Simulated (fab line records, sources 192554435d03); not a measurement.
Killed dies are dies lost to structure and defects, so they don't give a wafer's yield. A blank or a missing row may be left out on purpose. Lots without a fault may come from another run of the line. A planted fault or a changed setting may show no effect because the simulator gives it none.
fab line records | flow n5_finfet
record lots=24 wafers=72 last_day=18
route steps=1938 shown BEOL_M2@883 BEOL_M3@967
lots that met no fault: from a run of the same line without faults
start_h: hours from the record's first day to the start of the lot's first wafer shown | wait_h: hours since the lot's step before | " the same as in the row above | L1.1+2: a row that stands for several wafers | - no value, or no start given | * or withheld: withheld | < > ~ a bound
route shown NAME@n: a module of which the file shows steps, and the number in the route of the first | usual: mean/standard deviation of fault-free wafers | same: alike in all rows | chamber/n: place in a boat | sites: the reading at each site | _std_site: their standard deviation | _edge_site: outer sites' mean less inner sites' | radius_mm: how far each site lies from the wafer's centre | mask NAME#n: copy n | behind: the tool/chamber that last shaped the wafer | hold: why the lot was held/for how many hours/how that ended | device: the transistor (n, p or np) that didn't switch | end of line: the same wafers' tests at the end of the route | a step without rows: its recipe alone | killed: dies lost to structure and defects at the first sort, not the wafer's yield | map: a wafer's dies, x killed, . not, _ none there
set.NAME: the setting as run; set.NAME@STEP: as run at that earlier step | model.NAME: the simulator's own value behind a step, which no gauge read
steps of the route over a sample of lots; a table a step, a row a wafer
services: from which hour (start_h, from the record's first day; less than 0 if before it) a tool's chamber was out of use, for how many hours, and why
## steps
# step N5_BEOL_M2_ETCHBACK_99
# recipe chemistry=CHF3 target=SiO2 target_depth_a=50 time_s=10.4 source_w=215 bias_w=47 Ar_flow_sccm=200 CHF3_flow_sccm=12 ion_energy_ev=100 pressure_mtorr=30
# usual drypump_motor_current_A=5.5/0.43 oes_ar_750_au=0.79/0.057 oes_product_au=0.79/0.065 rf_vpp_V=244/4.4 showerhead_plenum_p_Torr=2.19/0.078 throttle_valve_pct=17.08/0.25
# columns lot.wafer tool chamber start_h wait_h drypump_motor_current_A oes_ar_750_au oes_product_au rf_hours_counter_h rf_vpp_V showerhead_plenum_p_Torr throttle_valve_pct
L074.1 rie_diel-01 0 135.94 2.4 6.1 0.71 0.70 228 247 2.02 17.27
L074.2 " 3 " " 5.7 0.78 0.78 100 240 2.18 17.37
L074.3 " 2 " " 5.2 0.80 0.80 68 246 2.17 16.63
L075.1 rie_diel-01 2 141.08 3.1 5.2 0.79 0.80 70 246 2.17 16.61
L075.4 " 0 " " 6.1 0.70 0.69 229 246 2.02 17.28
L075.6 " 2 " " 5.2 0.79 0.81 - 244 2.17 16.62
L077.4 rie_diel-05 3 153.80 0.1 5.1 0.85 0.86 69 247 2.17 17.04
L077.5 " 0 " " 5.4 0.93 0.91 - 238 2.11 17.12
L077.6 " 3 " " 5.1 0.84 0.86 - 248 2.17 17.04
L076.3 rie_diel-01 3 153.90 0.1 5.7 0.77 0.78 107 240 2.18 17.39
L076.4 " 1 " " 5.7 0.87 0.90 16 248 2.29 17.23
L076.5 " 2 " " 5.2 0.79 0.80 - 246 2.17 16.63
L079.1 rie_diel-01 2 169.07 4.0 5.2 0.78 0.79 81 247 2.16 16.63
L079.2 " 3 " " 5.7 0.77 0.76 114 241 2.17 17.39
L079.3 " 0 " " 6.0 0.70 0.69 241 246 2.01 17.29
L078.2 rie_diel-01 3 172.47 4.7 5.7 0.77 0.76 115 239 2.17 17.40
L078.4 " 0 " " 6.0 0.70 0.69 242 246 2.01 17.31
L078.5 " 0 " " 6.0 0.69 0.70 - 247 2.01 17.30
L080.2 rie_diel-05 1 176.92 0.9 5.6 0.77 0.76 134 252 2.26 16.73
L080.4 " 2 " " 5.1 0.68 0.68 247 243 2.19 17.04
L080.5 " 1 " " 5.6 0.77 0.76 - 251 2.26 16.72
L081.2 rie_diel-01 0 185.59 5.8 6.1 0.69 0.69 248 245 2.01 17.31
L081.3 " 1 " " 5.7 0.86 0.88 30 248 2.29 17.26
L081.5 " 3 " " 5.7 0.76 0.76 - 238 2.17 17.40
L083.1 rie_diel-01 1 188.81 1.7 5.7 0.84 0.89 30 248 2.29 17.26
L083.3 " 2 " " 5.2 0.77 0.79 88 246 2.16 16.67
L083.4 " 0 " " 6.1 0.70 0.69 248 245 2.01 17.30
L082.1 rie_diel-02 2 192.28 0.2 6.3 0.83 0.83 58 236 2.30 17.11
L082.4 " 3 " " 5.2 0.78 0.77 134 241 2.16 17.16
L082.6 " 0 " " 4.9 0.75 0.77 - 249 2.13 16.86
L084.1 rie_diel-01 3 198.84 2.7 5.7 0.76 0.76 125 240 2.17 17.41
L084.4 " 1 " " 5.7 0.85 0.88 - 247 2.29 17.28
L084.6 " 2 " " 5.2 0.77 0.79 - 245 2.16 16.67
L085.1 rie_diel-02 2 208.08 2.3 6.3 0.82 0.83 63 238 2.30 17.12
L085.2 " 3 " " 5.2 0.78 0.76 139 241 2.16 17.18
L085.3 " 0 " " 4.9 0.76 0.76 159 249 2.12 16.87
L086.3 rie_diel-02 0 225.58 8.3 4.8 0.75 0.75 165 249 2.12 16.88
L086.4 " 3 " " 5.2 0.77 0.75 143 241 2.16 17.19
L086.6 " 0 " " 4.9 0.75 0.75 - 248 2.12 16.89
L087.2 rie_diel-02 2 229.99 11.4 6.3 0.81 0.82 69 237 2.29 17.14
L087.3 " 1 " " 5.0 0.76 0.77 113 242 2.28 17.13
L087.4 " 0 " " 4.9 0.76 0.75 166 248 2.12 16.87
L088.3 rie_diel-02 0 233.18 9.6 4.8 0.75 0.74 168 249 2.12 16.88
L088.4 " 1 " " 5.0 0.76 0.77 115 243 2.28 17.15
L088.5 " 3 " " 5.2 0.78 0.74 - 241 2.16 17.18
L089.2 rie_diel-01 1 233.32 4.9 5.7 0.82 0.85 48 248 2.28 17.27
L089.4 " 0 " " 6.0 0.95 0.98 8 249 2.27 16.81
L089.5 " 0 " " 6.0 0.95 0.98 - 251 2.27 16.81
L090.1 rie_diel-05 3 237.95 0.3 5.1 0.80 0.82 103 246 2.16 17.08
L090.2 " 2 " " 5.2 0.94 0.96 8 242 2.19 16.62
L090.3 " 0 " " 5.4 0.87 0.86 76 238 2.09 17.18
L091.1 rie_diel-02 3 245.82 2.3 5.2 0.77 0.75 151 240 2.15 17.18
L091.5 " 2 " " 6.4 0.81 0.83 - 238 2.29 17.15
L091.6 " 1 " " 5.0 0.76 0.76 - 243 2.28 17.15
L092.1 rie_diel-02 2 249.99 1.2 6.3 0.81 0.82 76 237 2.29 17.16
L092.3 " 3 " " 5.2 0.77 0.75 153 239 2.15 17.18
L092.4 " 0 " " 4.9 0.75 0.75 175 248 2.12 16.91
L094.2 rie_diel-01 1 259.64 2.6 5.7 0.80 0.82 60 248 2.28 17.30
L094.3 " 3 " " 5.7 0.74 0.74 152 240 2.16 17.46
L094.5 " 1 " " 5.7 0.80 0.83 - 248 2.28 17.29
L093.2 rie_diel-05 3 270.53 12.5 5.1 0.80 0.81 113 247 2.15 17.11
L093.4 " 0 " " 5.4 0.86 0.86 89 239 2.09 17.19
L093.6 " 0 " " 5.4 0.86 0.84 - 238 2.09 17.19
L095.1 rie_diel-01 2 274.00 11.3 5.2 0.74 0.75 123 245 2.15 16.72
L095.4 " 0 " " 6.1 0.91 0.93 17 251 2.27 16.80
L095.6 " 2 " " 5.2 0.74 0.75 - 245 2.15 16.73
L096.1 rie_diel-01 0 280.61 1.5 6.0 0.92 0.93 19 250 2.27 16.82
L096.4 " 3 " " 5.7 0.74 0.73 158 238 2.16 17.47
L096.6 " 3 " " 5.7 0.74 0.72 - 238 2.16 17.47
L097.2 rie_diel-02 2 288.13 3.4 6.4 0.79 0.80 90 238 2.29 17.18
L097.5 " 1 " " 5.0 0.74 0.76 - 243 2.27 17.18
L097.6 " 2 " " 6.4 0.79 0.81 - 238 2.29 17.18
# step N5_BEOL_M2_SPUTTER_94
# recipe material=Cu target_thk_a=45 temp_c=-20 chamber_pressure_pa=0.07 power_w=withheld time_s=8.29
# usual chuck_sensor_temp_C=-15.6/0.39 throttle_valve_pct=29.7/0.85
# columns lot.wafer tool chamber start_h wait_h chuck_sensor_temp_C throttle_valve_pct
L074.1 pvd_sputter-01 - 139.25 0.1 -16.3 29.3
L074.2 " - " " -15.7 29.9
L074.3 " - " " -15.8 29.8
L075.1 pvd_sputter-03 - 145.07 0.1 -15.4 29.4
L075.4 " - " " -15.5 29.8
L075.6 " - " " -15.3 29.5
L077.4 pvd_sputter-01 - 157.24 0.1 -15.8 30.2
L077.5 " - " " -15.6 30.0
L077.6 " - " " -16.1 29.1
L076.3 pvd_sputter-03 - 158.63 0.1 -15.4 30.0
L076.4 " - " " -15.3 29.5
L076.5 " - " " -14.8 29.5
L079.1 pvd_sputter-01 - 172.22 0.1 -15.7 30.0
L079.2 " - " " -15.7 29.6
L079.3 " - " " -16.2 30.9
L078.2 pvd_sputter-02 - 175.70 0.1 -15.8 28.1
L078.4 " - " " -15.6 29.1
L078.5 " - " " -15.7 29.0
L080.2 pvd_sputter-03 - 186.25 0.1 -15.1 30.5
L080.4 " - " " -15.6 30.1
L080.5 " - " " -15.5 29.6
L081.2 pvd_sputter-03 - 188.53 0.1 -14.8 29.3
L081.3 " - " " -15.1 30.9
L081.5 " - " " -15.2 31.0
L083.1 pvd_sputter-01 - 192.49 0.1 -16.1 30.7
L083.3 " - " " -15.6 29.5
L083.4 " - " " -15.5 30.5
L082.1 pvd_sputter-02 - 195.80 0.1 -16.0 27.9
L082.4 " - " " -15.4 30.7
L082.6 " - " " -16.0 27.9
L084.1 pvd_sputter-01 - 204.16 0.1 -15.6 29.3
L084.4 " - " " -15.8 30.0
L084.6 " - " " -16.2 29.1
L085.1 pvd_sputter-03 - 211.12 0.1 -15.5 30.0
L085.2 " - " " -15.4 29.4
L085.3 " - " " -15.1 30.8
L086.3 pvd_sputter-03 - 228.60 0.1 -15.5 30.3
L086.4 " - " " -15.6 29.2
L086.6 " - " " -15.1 30.9
L087.2 pvd_sputter-02 - 233.32 0.1 -15.8 30.6
L087.3 " - " " -15.3 30.9
L087.4 " - " " -16.0 27.8
L088.3 pvd_sputter-01 - 236.10 0.1 -15.5 29.2
L088.4 " - " " -15.7 30.1
L088.5 " - " " -16.0 28.9
L089.2 pvd_sputter-03 - 237.63 0.1 -15.7 30.0
L089.4 " - " " -15.5 29.8
L089.5 " - " " -15.3 30.1
L090.1 pvd_sputter-02 - 241.37 0.1 -15.7 30.6
L090.2 " - " " -15.8 28.0
L090.3 " - " " -15.6 29.0
L091.1 pvd_sputter-01 - 249.15 0.1 -16.2 29.1
L091.5 " - " " -15.7 29.5
L091.6 " - " " -16.2 30.9
L092.1 pvd_sputter-01 - 254.66 0.1 -16.1 28.8
L092.3 " - " " -16.1 30.8
L092.4 " - " " -15.7 29.4
L094.2 pvd_sputter-02 - 262.52 0.1 -15.7 30.5
L094.3 " - " " -15.4 30.9
L094.5 " - " " -15.8 28.9
L093.2 pvd_sputter-02 - 273.30 0.1 -15.3 30.9
L093.4 " - " " -15.7 30.5
L093.6 " - " " -15.6 29.0
L095.1 pvd_sputter-03 - 278.59 0.1 -15.6 30.3
L095.4 " - " " -15.3 29.3
L095.6 " - " " -15.6 29.5
L096.1 pvd_sputter-03 - 283.80 0.1 -15.1 30.7
L096.4 " - " " -14.8 29.4
L096.6 " - " " -14.9 29.7
L097.2 pvd_sputter-02 - 291.37 0.1 -15.7 28.7
L097.5 " - " " -15.8 29.1
L097.6 " - " " -16.0 28.1
# step N5_BEOL_M3_OVL_MEAS_29
# recipe points_per_wafer=522
# usual V2_OVL=0.0/0.66
# columns lot.wafer tool chamber start_h wait_h V2_OVL[nm]
L074.1 overlay-01 0 143.15 0.0 -1.2
L074.2 " 0 " " -1.5
L074.3 " 0 " " -1.2
L075.1 overlay-01 0 149.36 0.0 0.7
L075.4 " 0 " " -0.4
L075.6 " 0 " " 0.2
L077.4 overlay-02 0 160.99 0.0 1.0
L077.5 " 0 " " 0.1
L077.6 " 0 " " -0.1
L076.3 overlay-01 0 168.56 0.0 1.4
L076.4 " 0 " " 0.5
L076.5 " 0 " " 1.4
L079.1 overlay-01 0 176.04 0.0 1.5
L079.2 " 0 " " 0.4
L079.3 " 0 " " 0.9
L078.2 overlay-01 0 178.94 0.0 0.3
L078.4 " 0 " " -0.8
L078.5 " 0 " " -0.5
L080.2 overlay-02 0 190.84 0.0 0.6
L080.4 " 0 " " -0.4
L080.5 " 0 " " 0.4
L081.2 overlay-02 0 192.00 0.0 -0.4
L081.3 " 0 " " 0.4
L081.5 " 0 " " 0.4
L083.1 overlay-02 0 198.12 0.0 0.7
L083.3 " 0 " " 0.0
L083.4 " 0 " " -0.7
L082.1 overlay-01 0 200.24 0.0 0.3
L082.4 " 0 " " -1.1
L082.6 " 0 " " -1.5
L084.1 overlay-01 0 209.00 0.0 0.1
L084.4 " 0 " " 0.1
L084.6 " 0 " " -0.6
L085.1 overlay-02 0 214.18 0.0 0.2
L085.2 " 0 " " -0.3
L085.3 " 0 " " 0.5
L086.3 overlay-02 0 231.56 0.0 -0.5
L086.4 " 0 " " -0.4
L086.6 " 0 " " 0.1
L087.2 overlay-01 0 237.91 0.0 0.1
L087.3 " 0 " " -0.3
L087.4 " 0 " " 0.9
L088.3 overlay-02 0 239.31 0.0 0.9
L088.4 " 0 " " 0.6
L088.5 " 0 " " 0.3
L089.2 overlay-01 0 241.31 0.0 -1.0
L089.4 " 0 " " -0.5
L089.5 " 0 " " -0.9
L090.1 overlay-01 0 246.85 0.0 -0.8
L090.2 " 0 " " -0.4
L090.3 " 0 " " -0.4
L091.1 overlay-01 0 252.20 0.0 0.7
L091.5 " 0 " " -0.7
L091.6 " 0 " " 0.0
L092.1 overlay-02 0 257.64 0.0 -0.3
L092.3 " 0 " " 0.2
L092.4 " 0 " " -0.1
L094.2 overlay-02 0 265.38 0.0 0.1
L094.3 " 0 " " -0.2
L094.5 " 0 " " -0.2
L093.2 overlay-02 0 276.25 0.0 0.4
L093.4 " 0 " " -0.7
L093.6 " 0 " " -2.0
L095.1 overlay-02 0 282.86 0.0 0.9
L095.4 " 0 " " 0.1
L095.6 " 0 " " 1.4
L096.1 overlay-01 0 289.48 0.0 0.0
L096.4 " 0 " " 0.6
L096.6 " 0 " " 0.3
L097.2 overlay-01 0 294.61 0.0 0.4
L097.5 " 0 " " 0.5
L097.6 " 0 " " -0.5
# step N5_BEOL_M3_SURFACE_TREAT_85
# recipe gas=Ar time_s=* ion_energy_ev=* ion_current_ma_cm2=0.5 pressure_mtorr=* ar_flow_sccm=30
# usual throttle_valve_pct=*
# columns lot.wafer tool chamber start_h wait_h throttle_valve_pct
L074.1 pvd_sputter-03 - 145.77 0.3 *
L074.2 " - " " *
L074.3 " - " " *
L075.1 pvd_sputter-02 - 151.20 0.1 *
L075.4 " - " " *
L075.6 " - " " *
L077.4 pvd_sputter-01 - 165.33 0.1 *
L077.5 " - " " *
L077.6 " - " " *
L076.3 pvd_sputter-03 - 171.40 0.4 *
L076.4 " - " " *
L076.5 " - " " *
L079.1 pvd_sputter-03 - 178.18 0.1 *
L079.2 " - " " *
L079.3 " - " " *
L078.2 pvd_sputter-01 - 186.63 0.1 *
L078.4 " - " " *
L078.5 " - " " *
L080.2 pvd_sputter-02 - 193.88 0.2 *
L080.4 " - " " *
L080.5 " - " " *
L081.2 pvd_sputter-03 - 200.16 0.3 *
L081.3 " - " " *
L081.5 " - " " *
L083.1 pvd_sputter-03 - 200.23 0.1 *
L083.3 " - " " *
L083.4 " - " " *
L082.1 pvd_sputter-03 - 204.60 0.2 *
L082.4 " - " " *
L082.6 " - " " *
L084.1 pvd_sputter-01 - 212.57 0.2 *
L084.4 " - " " *
L084.6 " - " " *
L085.1 pvd_sputter-03 - 217.55 0.2 *
L085.2 " - " " *
L085.3 " - " " *
L086.3 pvd_sputter-02 - 233.71 0.1 *
L086.4 " - " " *
L086.6 " - " " *
L087.2 pvd_sputter-01 - 242.56 0.2 *
L087.3 " - " " *
L087.4 " - " " *
L088.3 pvd_sputter-03 - 243.19 0.3 *
L088.4 " - " " *
L088.5 " - " " *
L089.2 pvd_sputter-02 - 247.08 0.2 *
L089.4 " - " " *
L089.5 " - " " *
L090.1 pvd_sputter-01 - 256.19 0.2 *
L090.2 " - " " *
L090.3 " - " " *
L091.1 pvd_sputter-03 - 256.64 0.1 *
L091.5 " - " " *
L091.6 " - " " *
L092.1 pvd_sputter-03 - 260.80 0.2 *
L092.3 " - " " *
L092.4 " - " " *
L094.2 pvd_sputter-01 - 274.73 0.3 *
L094.3 " - " " *
L094.5 " - " " *
L093.2 pvd_sputter-01 - 278.41 0.4 *
L093.4 " - " " *
L093.6 " - " " *
L095.1 pvd_sputter-01 - 284.73 0.1 *
L095.4 " - " " *
L095.6 " - " " *
L096.1 pvd_sputter-03 - 292.84 0.1 *
L096.4 " - " " *
L096.6 " - " " *
L097.2 pvd_sputter-03 - 318.44 0.1 *
L097.5 " - " " *
L097.6 " - " " *
# step N5_BEOL_M3_SPUTTER_88
# recipe material=Cu target_thk_a=45 temp_c=-20 chamber_pressure_pa=0.07 power_w=withheld time_s=8.29
# usual chuck_sensor_temp_C=-15.6/0.44 throttle_valve_pct=29.8/0.88
# columns lot.wafer tool chamber start_h wait_h chuck_sensor_temp_C throttle_valve_pct
L074.1 pvd_sputter-02 - 146.99 0.1 -15.6 28.9
L074.2 " - " " -16.1 27.9
L074.3 " - " " -15.3 30.9
L075.1 pvd_sputter-01 - 152.30 0.1 -15.9 29.9
L075.4 " - " " -16.2 29.3
L075.6 " - " " -16.0 28.7
L077.4 pvd_sputter-03 - 169.12 0.1 -15.5 30.2
L077.5 " - " " -15.6 29.3
L077.6 " - " " -15.6 30.2
L076.3 pvd_sputter-03 - 172.78 0.1 -14.8 29.6
L076.4 " - " " -15.5 30.2
L076.5 " - " " -14.6 29.2
L079.1 pvd_sputter-01 - 179.52 0.1 -16.1 30.9
L079.2 " - " " -15.7 30.4
L079.3 " - " " -16.1 29.1
L078.2 pvd_sputter-02 - 187.73 0.1 -16.0 28.0
L078.4 " - " " -15.7 29.0
L078.5 " - " " -16.0 27.9
L080.2 pvd_sputter-02 - 197.02 0.1 -15.8 29.3
L080.4 " - " " -15.4 30.8
L080.5 " - " " -15.6 29.0
L081.2 pvd_sputter-03 - 201.54 0.1 -15.6 29.6
L081.3 " - " " -15.0 30.7
L081.5 " - " " -14.7 29.6
L083.1 pvd_sputter-02 - 201.66 0.1 -15.3 31.0
L083.3 " - " " -16.0 30.5
L083.4 " - " " -15.6 28.9
L082.1 pvd_sputter-01 - 206.00 0.1 -15.7 30.0
L082.4 " - " " -15.9 29.2
L082.6 " - " " -15.7 29.4
L084.1 pvd_sputter-03 - 215.44 0.1 -14.8 29.4
L084.4 " - " " -15.5 29.6
L084.6 " - " " -15.0 31.0
L085.1 pvd_sputter-03 - 219.29 0.1 -14.6 29.5
L085.2 " - " " -15.1 30.8
L085.3 " - " " -15.7 29.9
L086.3 pvd_sputter-03 - 234.89 0.1 -15.7 29.9
L086.4 " - " " -15.0 31.0
L086.6 " - " " -15.0 30.9
L087.2 pvd_sputter-02 - 243.66 0.1 -15.9 30.7
L087.3 " - " " -15.9 27.8
L087.4 " - " " -15.8 29.0
L088.3 pvd_sputter-01 - 245.55 0.1 -16.3 31.0
L088.4 " - " " -15.5 29.6
L088.5 " - " " -16.1 29.3
L089.2 pvd_sputter-02 - 248.28 0.1 -16.2 27.8
L089.4 " - " " -15.6 30.8
L089.5 " - " " -16.1 27.9
L090.1 pvd_sputter-01 - 257.47 0.1 -15.7 30.0
L090.2 " - " " -15.7 29.4
L090.3 " - " " -16.2 30.8
L091.1 pvd_sputter-02 - 259.06 0.1 -15.9 27.9
L091.5 " - " " -16.1 28.0
L091.6 " - " " -15.7 30.4
L092.1 pvd_sputter-03 - 262.14 0.1 -15.6 29.7
L092.3 " - " " -15.0 29.4
L092.4 " - " " -15.8 30.1
L094.2 pvd_sputter-01 - 275.85 0.1 -15.7 29.7
L094.3 " - " " -16.3 30.7
L094.5 " - " " -16.2 31.0
L093.2 pvd_sputter-01 - 279.55 0.1 -15.8 30.0
L093.4 " - " " -16.3 30.7
L093.6 " - " " -16.1 30.8
L095.1 pvd_sputter-03 - 287.67 0.1 -15.4 29.3
L095.4 " - " " -14.7 29.3
L095.6 " - " " -15.1 30.8
L096.1 pvd_sputter-03 - 293.94 0.1 -15.2 30.9
L096.4 " - " " -14.9 29.5
L096.6 " - " " -14.7 29.5
L097.2 pvd_sputter-03 - 319.57 0.1 -15.6 29.6
L097.5 " - " " -14.8 29.4
L097.6 " - " " -15.1 30.7
# step N5_BEOL_M3_ANNEAL_95
# recipe temp_c=400 time_s=240 ambient=vacuum
# usual heater_power_w=804/87
# columns lot.wafer tool chamber start_h wait_h heater_power_w
L074.1 pvd_sputter-02 - 147.73 0.0 791
L074.2 " - " " 873
L074.3 " - " " 840
L075.1 pvd_sputter-01 - 153.04 0.0 879
L075.4 " - " " 815
L075.6 " - " " 823
L077.4 pvd_sputter-03 - 169.86 0.0 785
L077.5 " - " " 644
L077.6 " - " " 759
L076.3 pvd_sputter-03 - 173.52 0.0 956
L076.4 " - " " 789
L076.5 " - " " 934
L079.1 pvd_sputter-01 - 180.26 0.0 806
L079.2 " - " " 865
L079.3 " - " " 799
L078.2 pvd_sputter-02 - 188.47 0.0 879
L078.4 " - " " 788
L078.5 " - " " 872
L080.2 pvd_sputter-02 - 197.76 0.0 781
L080.4 " - " " 842
L080.5 " - " " 792
L081.2 pvd_sputter-03 - 202.28 0.0 666
L081.3 " - " " 691
L081.5 " - " " 928
L083.1 pvd_sputter-02 - 202.40 0.0 825
L083.3 " - " " 846
L083.4 " - " " 794
L082.1 pvd_sputter-01 - 206.74 0.0 877
L082.4 " - " " 786
L082.6 " - " " 727
L084.1 pvd_sputter-03 - 216.18 0.0 975
L084.4 " - " " 659
L084.6 " - " " 696
L085.1 pvd_sputter-03 - 220.03 0.0 941
L085.2 " - " " 715
L085.3 " - " " 781
L086.3 pvd_sputter-03 - 235.63 0.0 804
L086.4 " - " " 695
L086.6 " - " " 695
L087.2 pvd_sputter-02 - 244.40 0.0 865
L087.3 " - " " 886
L087.4 " - " " 794
L088.3 pvd_sputter-01 - 246.29 0.0 790
L088.4 " - " " 723
L088.5 " - " " 829
L089.2 pvd_sputter-02 - 249.02 0.0 904
L089.4 " - " " 829
L089.5 " - " " 869
L090.1 pvd_sputter-01 - 258.21 0.0 846
L090.2 " - " " 715
L090.3 " - " " 805
L091.1 pvd_sputter-02 - 259.80 0.0 907
L091.5 " - " " 887
L091.6 " - " " 835
L092.1 pvd_sputter-03 - 262.88 0.0 653
L092.3 " - " " 944
L092.4 " - " " 765
L094.2 pvd_sputter-01 - 276.59 0.0 723
L094.3 " - " " 780
L094.5 " - " " 798
L093.2 pvd_sputter-01 - 280.29 0.0 875
L093.4 " - " " 780
L093.6 " - " " 811
L095.1 pvd_sputter-03 - 288.41 0.0 654
L095.4 " - " " 970
L095.6 " - " " 698
L096.1 pvd_sputter-03 - 294.68 0.0 684
L096.4 " - " " 944
L096.6 " - " " 928
L097.2 pvd_sputter-03 - 320.31 0.0 674
L097.5 " - " " 947
L097.6 " - " " 685
## services
# columns tool chamber start_h hours kind
rie_diel-05 - 112.03 4.3 pm
rie_diel-02 2 136.70 8.8 repair
rie_diel-02 - 154.74 14.6 pm
rie_diel-05 2 159.38 5.2 repair
rie_diel-02 1 170.92 3.2 repair
rie_diel-05 2 185.33 - clean
rie_diel-05 2 185.33 - consumable_replace:focus_ring
rie_diel-05 2 185.33 22.6 scheduled_down
rie_diel-05 2 185.33 22.6 vent_cycle
rie_diel-01 0 194.65 - clean
rie_diel-01 0 194.65 - consumable_replace:focus_ring
rie_diel-01 0 194.65 - consumable_replace:showerhead
rie_diel-01 0 194.65 18.3 scheduled_down
rie_diel-01 0 194.65 18.3 vent_cycle
rie_diel-02 - 201.05 2.8 pm
rie_diel-05 3 264.39 4.8 repair
rie_diel-05 - 272.79 2.8 pm
rie_diel-01 1 293.56 7.0 repair
rie_diel-05 0 301.41 5.1 repair
pvd_sputter-02 - 305.99 6.3 repair
## key
fault none
